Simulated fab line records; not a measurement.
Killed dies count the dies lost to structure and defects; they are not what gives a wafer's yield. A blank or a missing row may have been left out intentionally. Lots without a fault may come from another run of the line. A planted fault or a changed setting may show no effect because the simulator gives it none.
Split-lot experiment || flow n5_finfet || route with 1938 steps; 7 lots, 21 wafers read

== ABOUT THE SPLIT ==
At N5_BEOL_M8_COAT_05 (resist thk 90 nm), the setting spin_rpm was moved away from the recipe's 1500 rpm on 8 of the 21 wafers read, by -6.4% to +10.6%. All remaining wafers had this setting at the recipe value.

Reading taken at the split's own step.

== THE READING ==
CAR-ArF_of_BEOL_M8_COAT_05.thk_nm (the simulator's own value, which no gauge read), in nm, at N5_BEOL_M8_COAT_05 (resist thk 90 nm). The file does not state a usual value for it. Across the 13 wafers here that went through the recipe, the average is 90.1 nm and the standard deviation 0.14 nm.

{"wafer": "L083.1", "tool, chamber at the split": "litho_track-05, 0", "spin_rpm as run, rpm": 1576, "against the recipe": "+5.1%", "CAR-ArF_of_BEOL_M8_COAT_05.thk_nm, nm": 87.8, "against lot-mates on the recipe": -2.0}
{"wafer": "L083.2", "tool, chamber at the split": "litho_track-05, 0", "spin_rpm as run, rpm": 1576, "against the recipe": "+5.1%", "CAR-ArF_of_BEOL_M8_COAT_05.thk_nm, nm": 87.6, "against lot-mates on the recipe": -2.2}
{"wafer": "L083.5", "tool, chamber at the split": "litho_track-05, 0", "spin_rpm as run, rpm": 1500, "against the recipe": "recipe", "CAR-ArF_of_BEOL_M8_COAT_05.thk_nm, nm": 89.8, "against lot-mates on the recipe": "-"}
{"wafer": "L082.2", "tool, chamber at the split": "litho_track-05, 0", "spin_rpm as run, rpm": 1500, "against the recipe": "recipe", "CAR-ArF_of_BEOL_M8_COAT_05.thk_nm, nm": 90, "against lot-mates on the recipe": "-"}
{"wafer": "L082.3", "tool, chamber at the split": "litho_track-05, 0", "spin_rpm as run, rpm": 1500, "against the recipe": "recipe", "CAR-ArF_of_BEOL_M8_COAT_05.thk_nm, nm": 90.2, "against lot-mates on the recipe": "-"}
{"wafer": "L082.4", "tool, chamber at the split": "litho_track-05, 0", "spin_rpm as run, rpm": 1500, "against the recipe": "recipe", "CAR-ArF_of_BEOL_M8_COAT_05.thk_nm, nm": 90.2, "against lot-mates on the recipe": "-"}
{"wafer": "L085.1", "tool, chamber at the split": "litho_track-05, 0", "spin_rpm as run, rpm": 1500, "against the recipe": "recipe", "CAR-ArF_of_BEOL_M8_COAT_05.thk_nm, nm": 90.2, "against lot-mates on the recipe": "-"}
{"wafer": "L085.4", "tool, chamber at the split": "litho_track-05, 0", "spin_rpm as run, rpm": 1500, "against the recipe": "recipe", "CAR-ArF_of_BEOL_M8_COAT_05.thk_nm, nm": 90.2, "against lot-mates on the recipe": "-"}
{"wafer": "L085.2", "tool, chamber at the split": "litho_track-05, 0", "spin_rpm as run, rpm": 1442, "against the recipe": "-3.9%", "CAR-ArF_of_BEOL_M8_COAT_05.thk_nm, nm": 92, "against lot-mates on the recipe": "+1.8"}
{"wafer": "L089.3", "tool, chamber at the split": "litho_track-03, 0", "spin_rpm as run, rpm": 1659, "against the recipe": "+10.6%", "CAR-ArF_of_BEOL_M8_COAT_05.thk_nm, nm": 85.2, "against lot-mates on the recipe": -5.0}
{"wafer": "L089.4", "tool, chamber at the split": "litho_track-03, 0", "spin_rpm as run, rpm": 1500, "against the recipe": "recipe", "CAR-ArF_of_BEOL_M8_COAT_05.thk_nm, nm": 90.2, "against lot-mates on the recipe": "-"}
{"wafer": "L089.5", "tool, chamber at the split": "litho_track-03, 0", "spin_rpm as run, rpm": 1659, "against the recipe": "+10.6%", "CAR-ArF_of_BEOL_M8_COAT_05.thk_nm, nm": 85.4, "against lot-mates on the recipe": -4.8}
{"wafer": "L092.3", "tool, chamber at the split": "litho_track-03, 0", "spin_rpm as run, rpm": 1585, "against the recipe": "+5.7%", "CAR-ArF_of_BEOL_M8_COAT_05.thk_nm, nm": 87.4, "against lot-mates on the recipe": -2.8}
{"wafer": "L092.4", "tool, chamber at the split": "litho_track-03, 0", "spin_rpm as run, rpm": 1500, "against the recipe": "recipe", "CAR-ArF_of_BEOL_M8_COAT_05.thk_nm, nm": 90.2, "against lot-mates on the recipe": "-"}
{"wafer": "L092.6", "tool, chamber at the split": "litho_track-03, 0", "spin_rpm as run, rpm": 1585, "against the recipe": "+5.7%", "CAR-ArF_of_BEOL_M8_COAT_05.thk_nm, nm": 87.6, "against lot-mates on the recipe": -2.6}
{"wafer": "L094.3", "tool, chamber at the split": "litho_track-05, 0", "spin_rpm as run, rpm": 1404, "against the recipe": "-6.4%", "CAR-ArF_of_BEOL_M8_COAT_05.thk_nm, nm": 93.4, "against lot-mates on the recipe": "+3.1"}
{"wafer": "L094.4", "tool, chamber at the split": "litho_track-05, 0", "spin_rpm as run, rpm": 1500, "against the recipe": "recipe", "CAR-ArF_of_BEOL_M8_COAT_05.thk_nm, nm": 90.2, "against lot-mates on the recipe": "-"}
{"wafer": "L094.5", "tool, chamber at the split": "litho_track-05, 0", "spin_rpm as run, rpm": 1500, "against the recipe": "recipe", "CAR-ArF_of_BEOL_M8_COAT_05.thk_nm, nm": 90.4, "against lot-mates on the recipe": "-"}
{"wafer": "L093.1", "tool, chamber at the split": "litho_track-01, 0", "spin_rpm as run, rpm": 1500, "against the recipe": "recipe", "CAR-ArF_of_BEOL_M8_COAT_05.thk_nm, nm": 90, "against lot-mates on the recipe": "-"}
{"wafer": "L093.2", "tool, chamber at the split": "litho_track-01, 0", "spin_rpm as run, rpm": 1500, "against the recipe": "recipe", "CAR-ArF_of_BEOL_M8_COAT_05.thk_nm, nm": 90, "against lot-mates on the recipe": "-"}
{"wafer": "L093.4", "tool, chamber at the split": "litho_track-01, 0", "spin_rpm as run, rpm": 1500, "against the recipe": "recipe", "CAR-ArF_of_BEOL_M8_COAT_05.thk_nm, nm": 90.2, "against lot-mates on the recipe": "-"}

FIT RESULTS
A straight line over all 21 wafers: CAR-ArF_of_BEOL_M8_COAT_05.thk_nm changes by -0.47 nm for each +1% of spin_rpm; r = -1.00; the points scatter about the line by 0.15 nm.
The same after taking each lot's own level away (the mean of its wafers on the recipe; 21 wafers): -0.463 nm for each +1%; r = -1.00; scatter 0.12 nm.
According to that fit, moving spin_rpm by its largest amount changes the reading by 4.9 nm.
The span of the lots' own levels, 89.80 to 90.30 nm, comes to 3.5 times the standard deviation stated above.
So the lot-to-lot level changes the slope little: the two slopes agree.
Check: for one of the wafers moved furthest among these (+10.6%), held out of the fit, the line's prediction against its lot-mates is -4.83 nm. Against them it came out at -5 nm.

== ADDITIONAL SPLITS CARRIED BY THESE WAFERS ==
Other splits were also applied to these wafers ahead of the reading. Each is held against what the fit with the lots' levels taken away leaves over:
{"other split on the same wafers": "N5_BEOL_M5_ETCH_41 source_w", "wafers away from the commonest value": 8, "r with CAR-ArF_of_BEOL_M8_COAT_05.thk_nm (lot level and that fit taken away)": "+0.36"}
{"other split on the same wafers": "N5_BEOL_M6_EXPOSE_25 dose_mj", "wafers away from the commonest value": 6, "r with CAR-ArF_of_BEOL_M8_COAT_05.thk_nm (lot level and that fit taken away)": "+0.12"}
{"other split on the same wafers": "N5_BEOL_M6_ETCH_66 source_w", "wafers away from the commonest value": 8, "r with CAR-ArF_of_BEOL_M8_COAT_05.thk_nm (lot level and that fit taken away)": "+0.04"}
{"other split on the same wafers": "N5_BEOL_M7_ILD_DEP_00 time_s", "wafers away from the commonest value": 9, "r with CAR-ArF_of_BEOL_M8_COAT_05.thk_nm (lot level and that fit taken away)": -0.11}
{"other split on the same wafers": "N5_BEOL_M8_ILD_DEP_00 time_s", "wafers away from the commonest value": 5, "r with CAR-ArF_of_BEOL_M8_COAT_05.thk_nm (lot level and that fit taken away)": "+0.08"}

== FILE'S OWN FIT ==
CAR-ArF_of_BEOL_M8_COAT_05.thk_nm changes by -0.463 nm for each +1% of spin_rpm, r = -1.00.
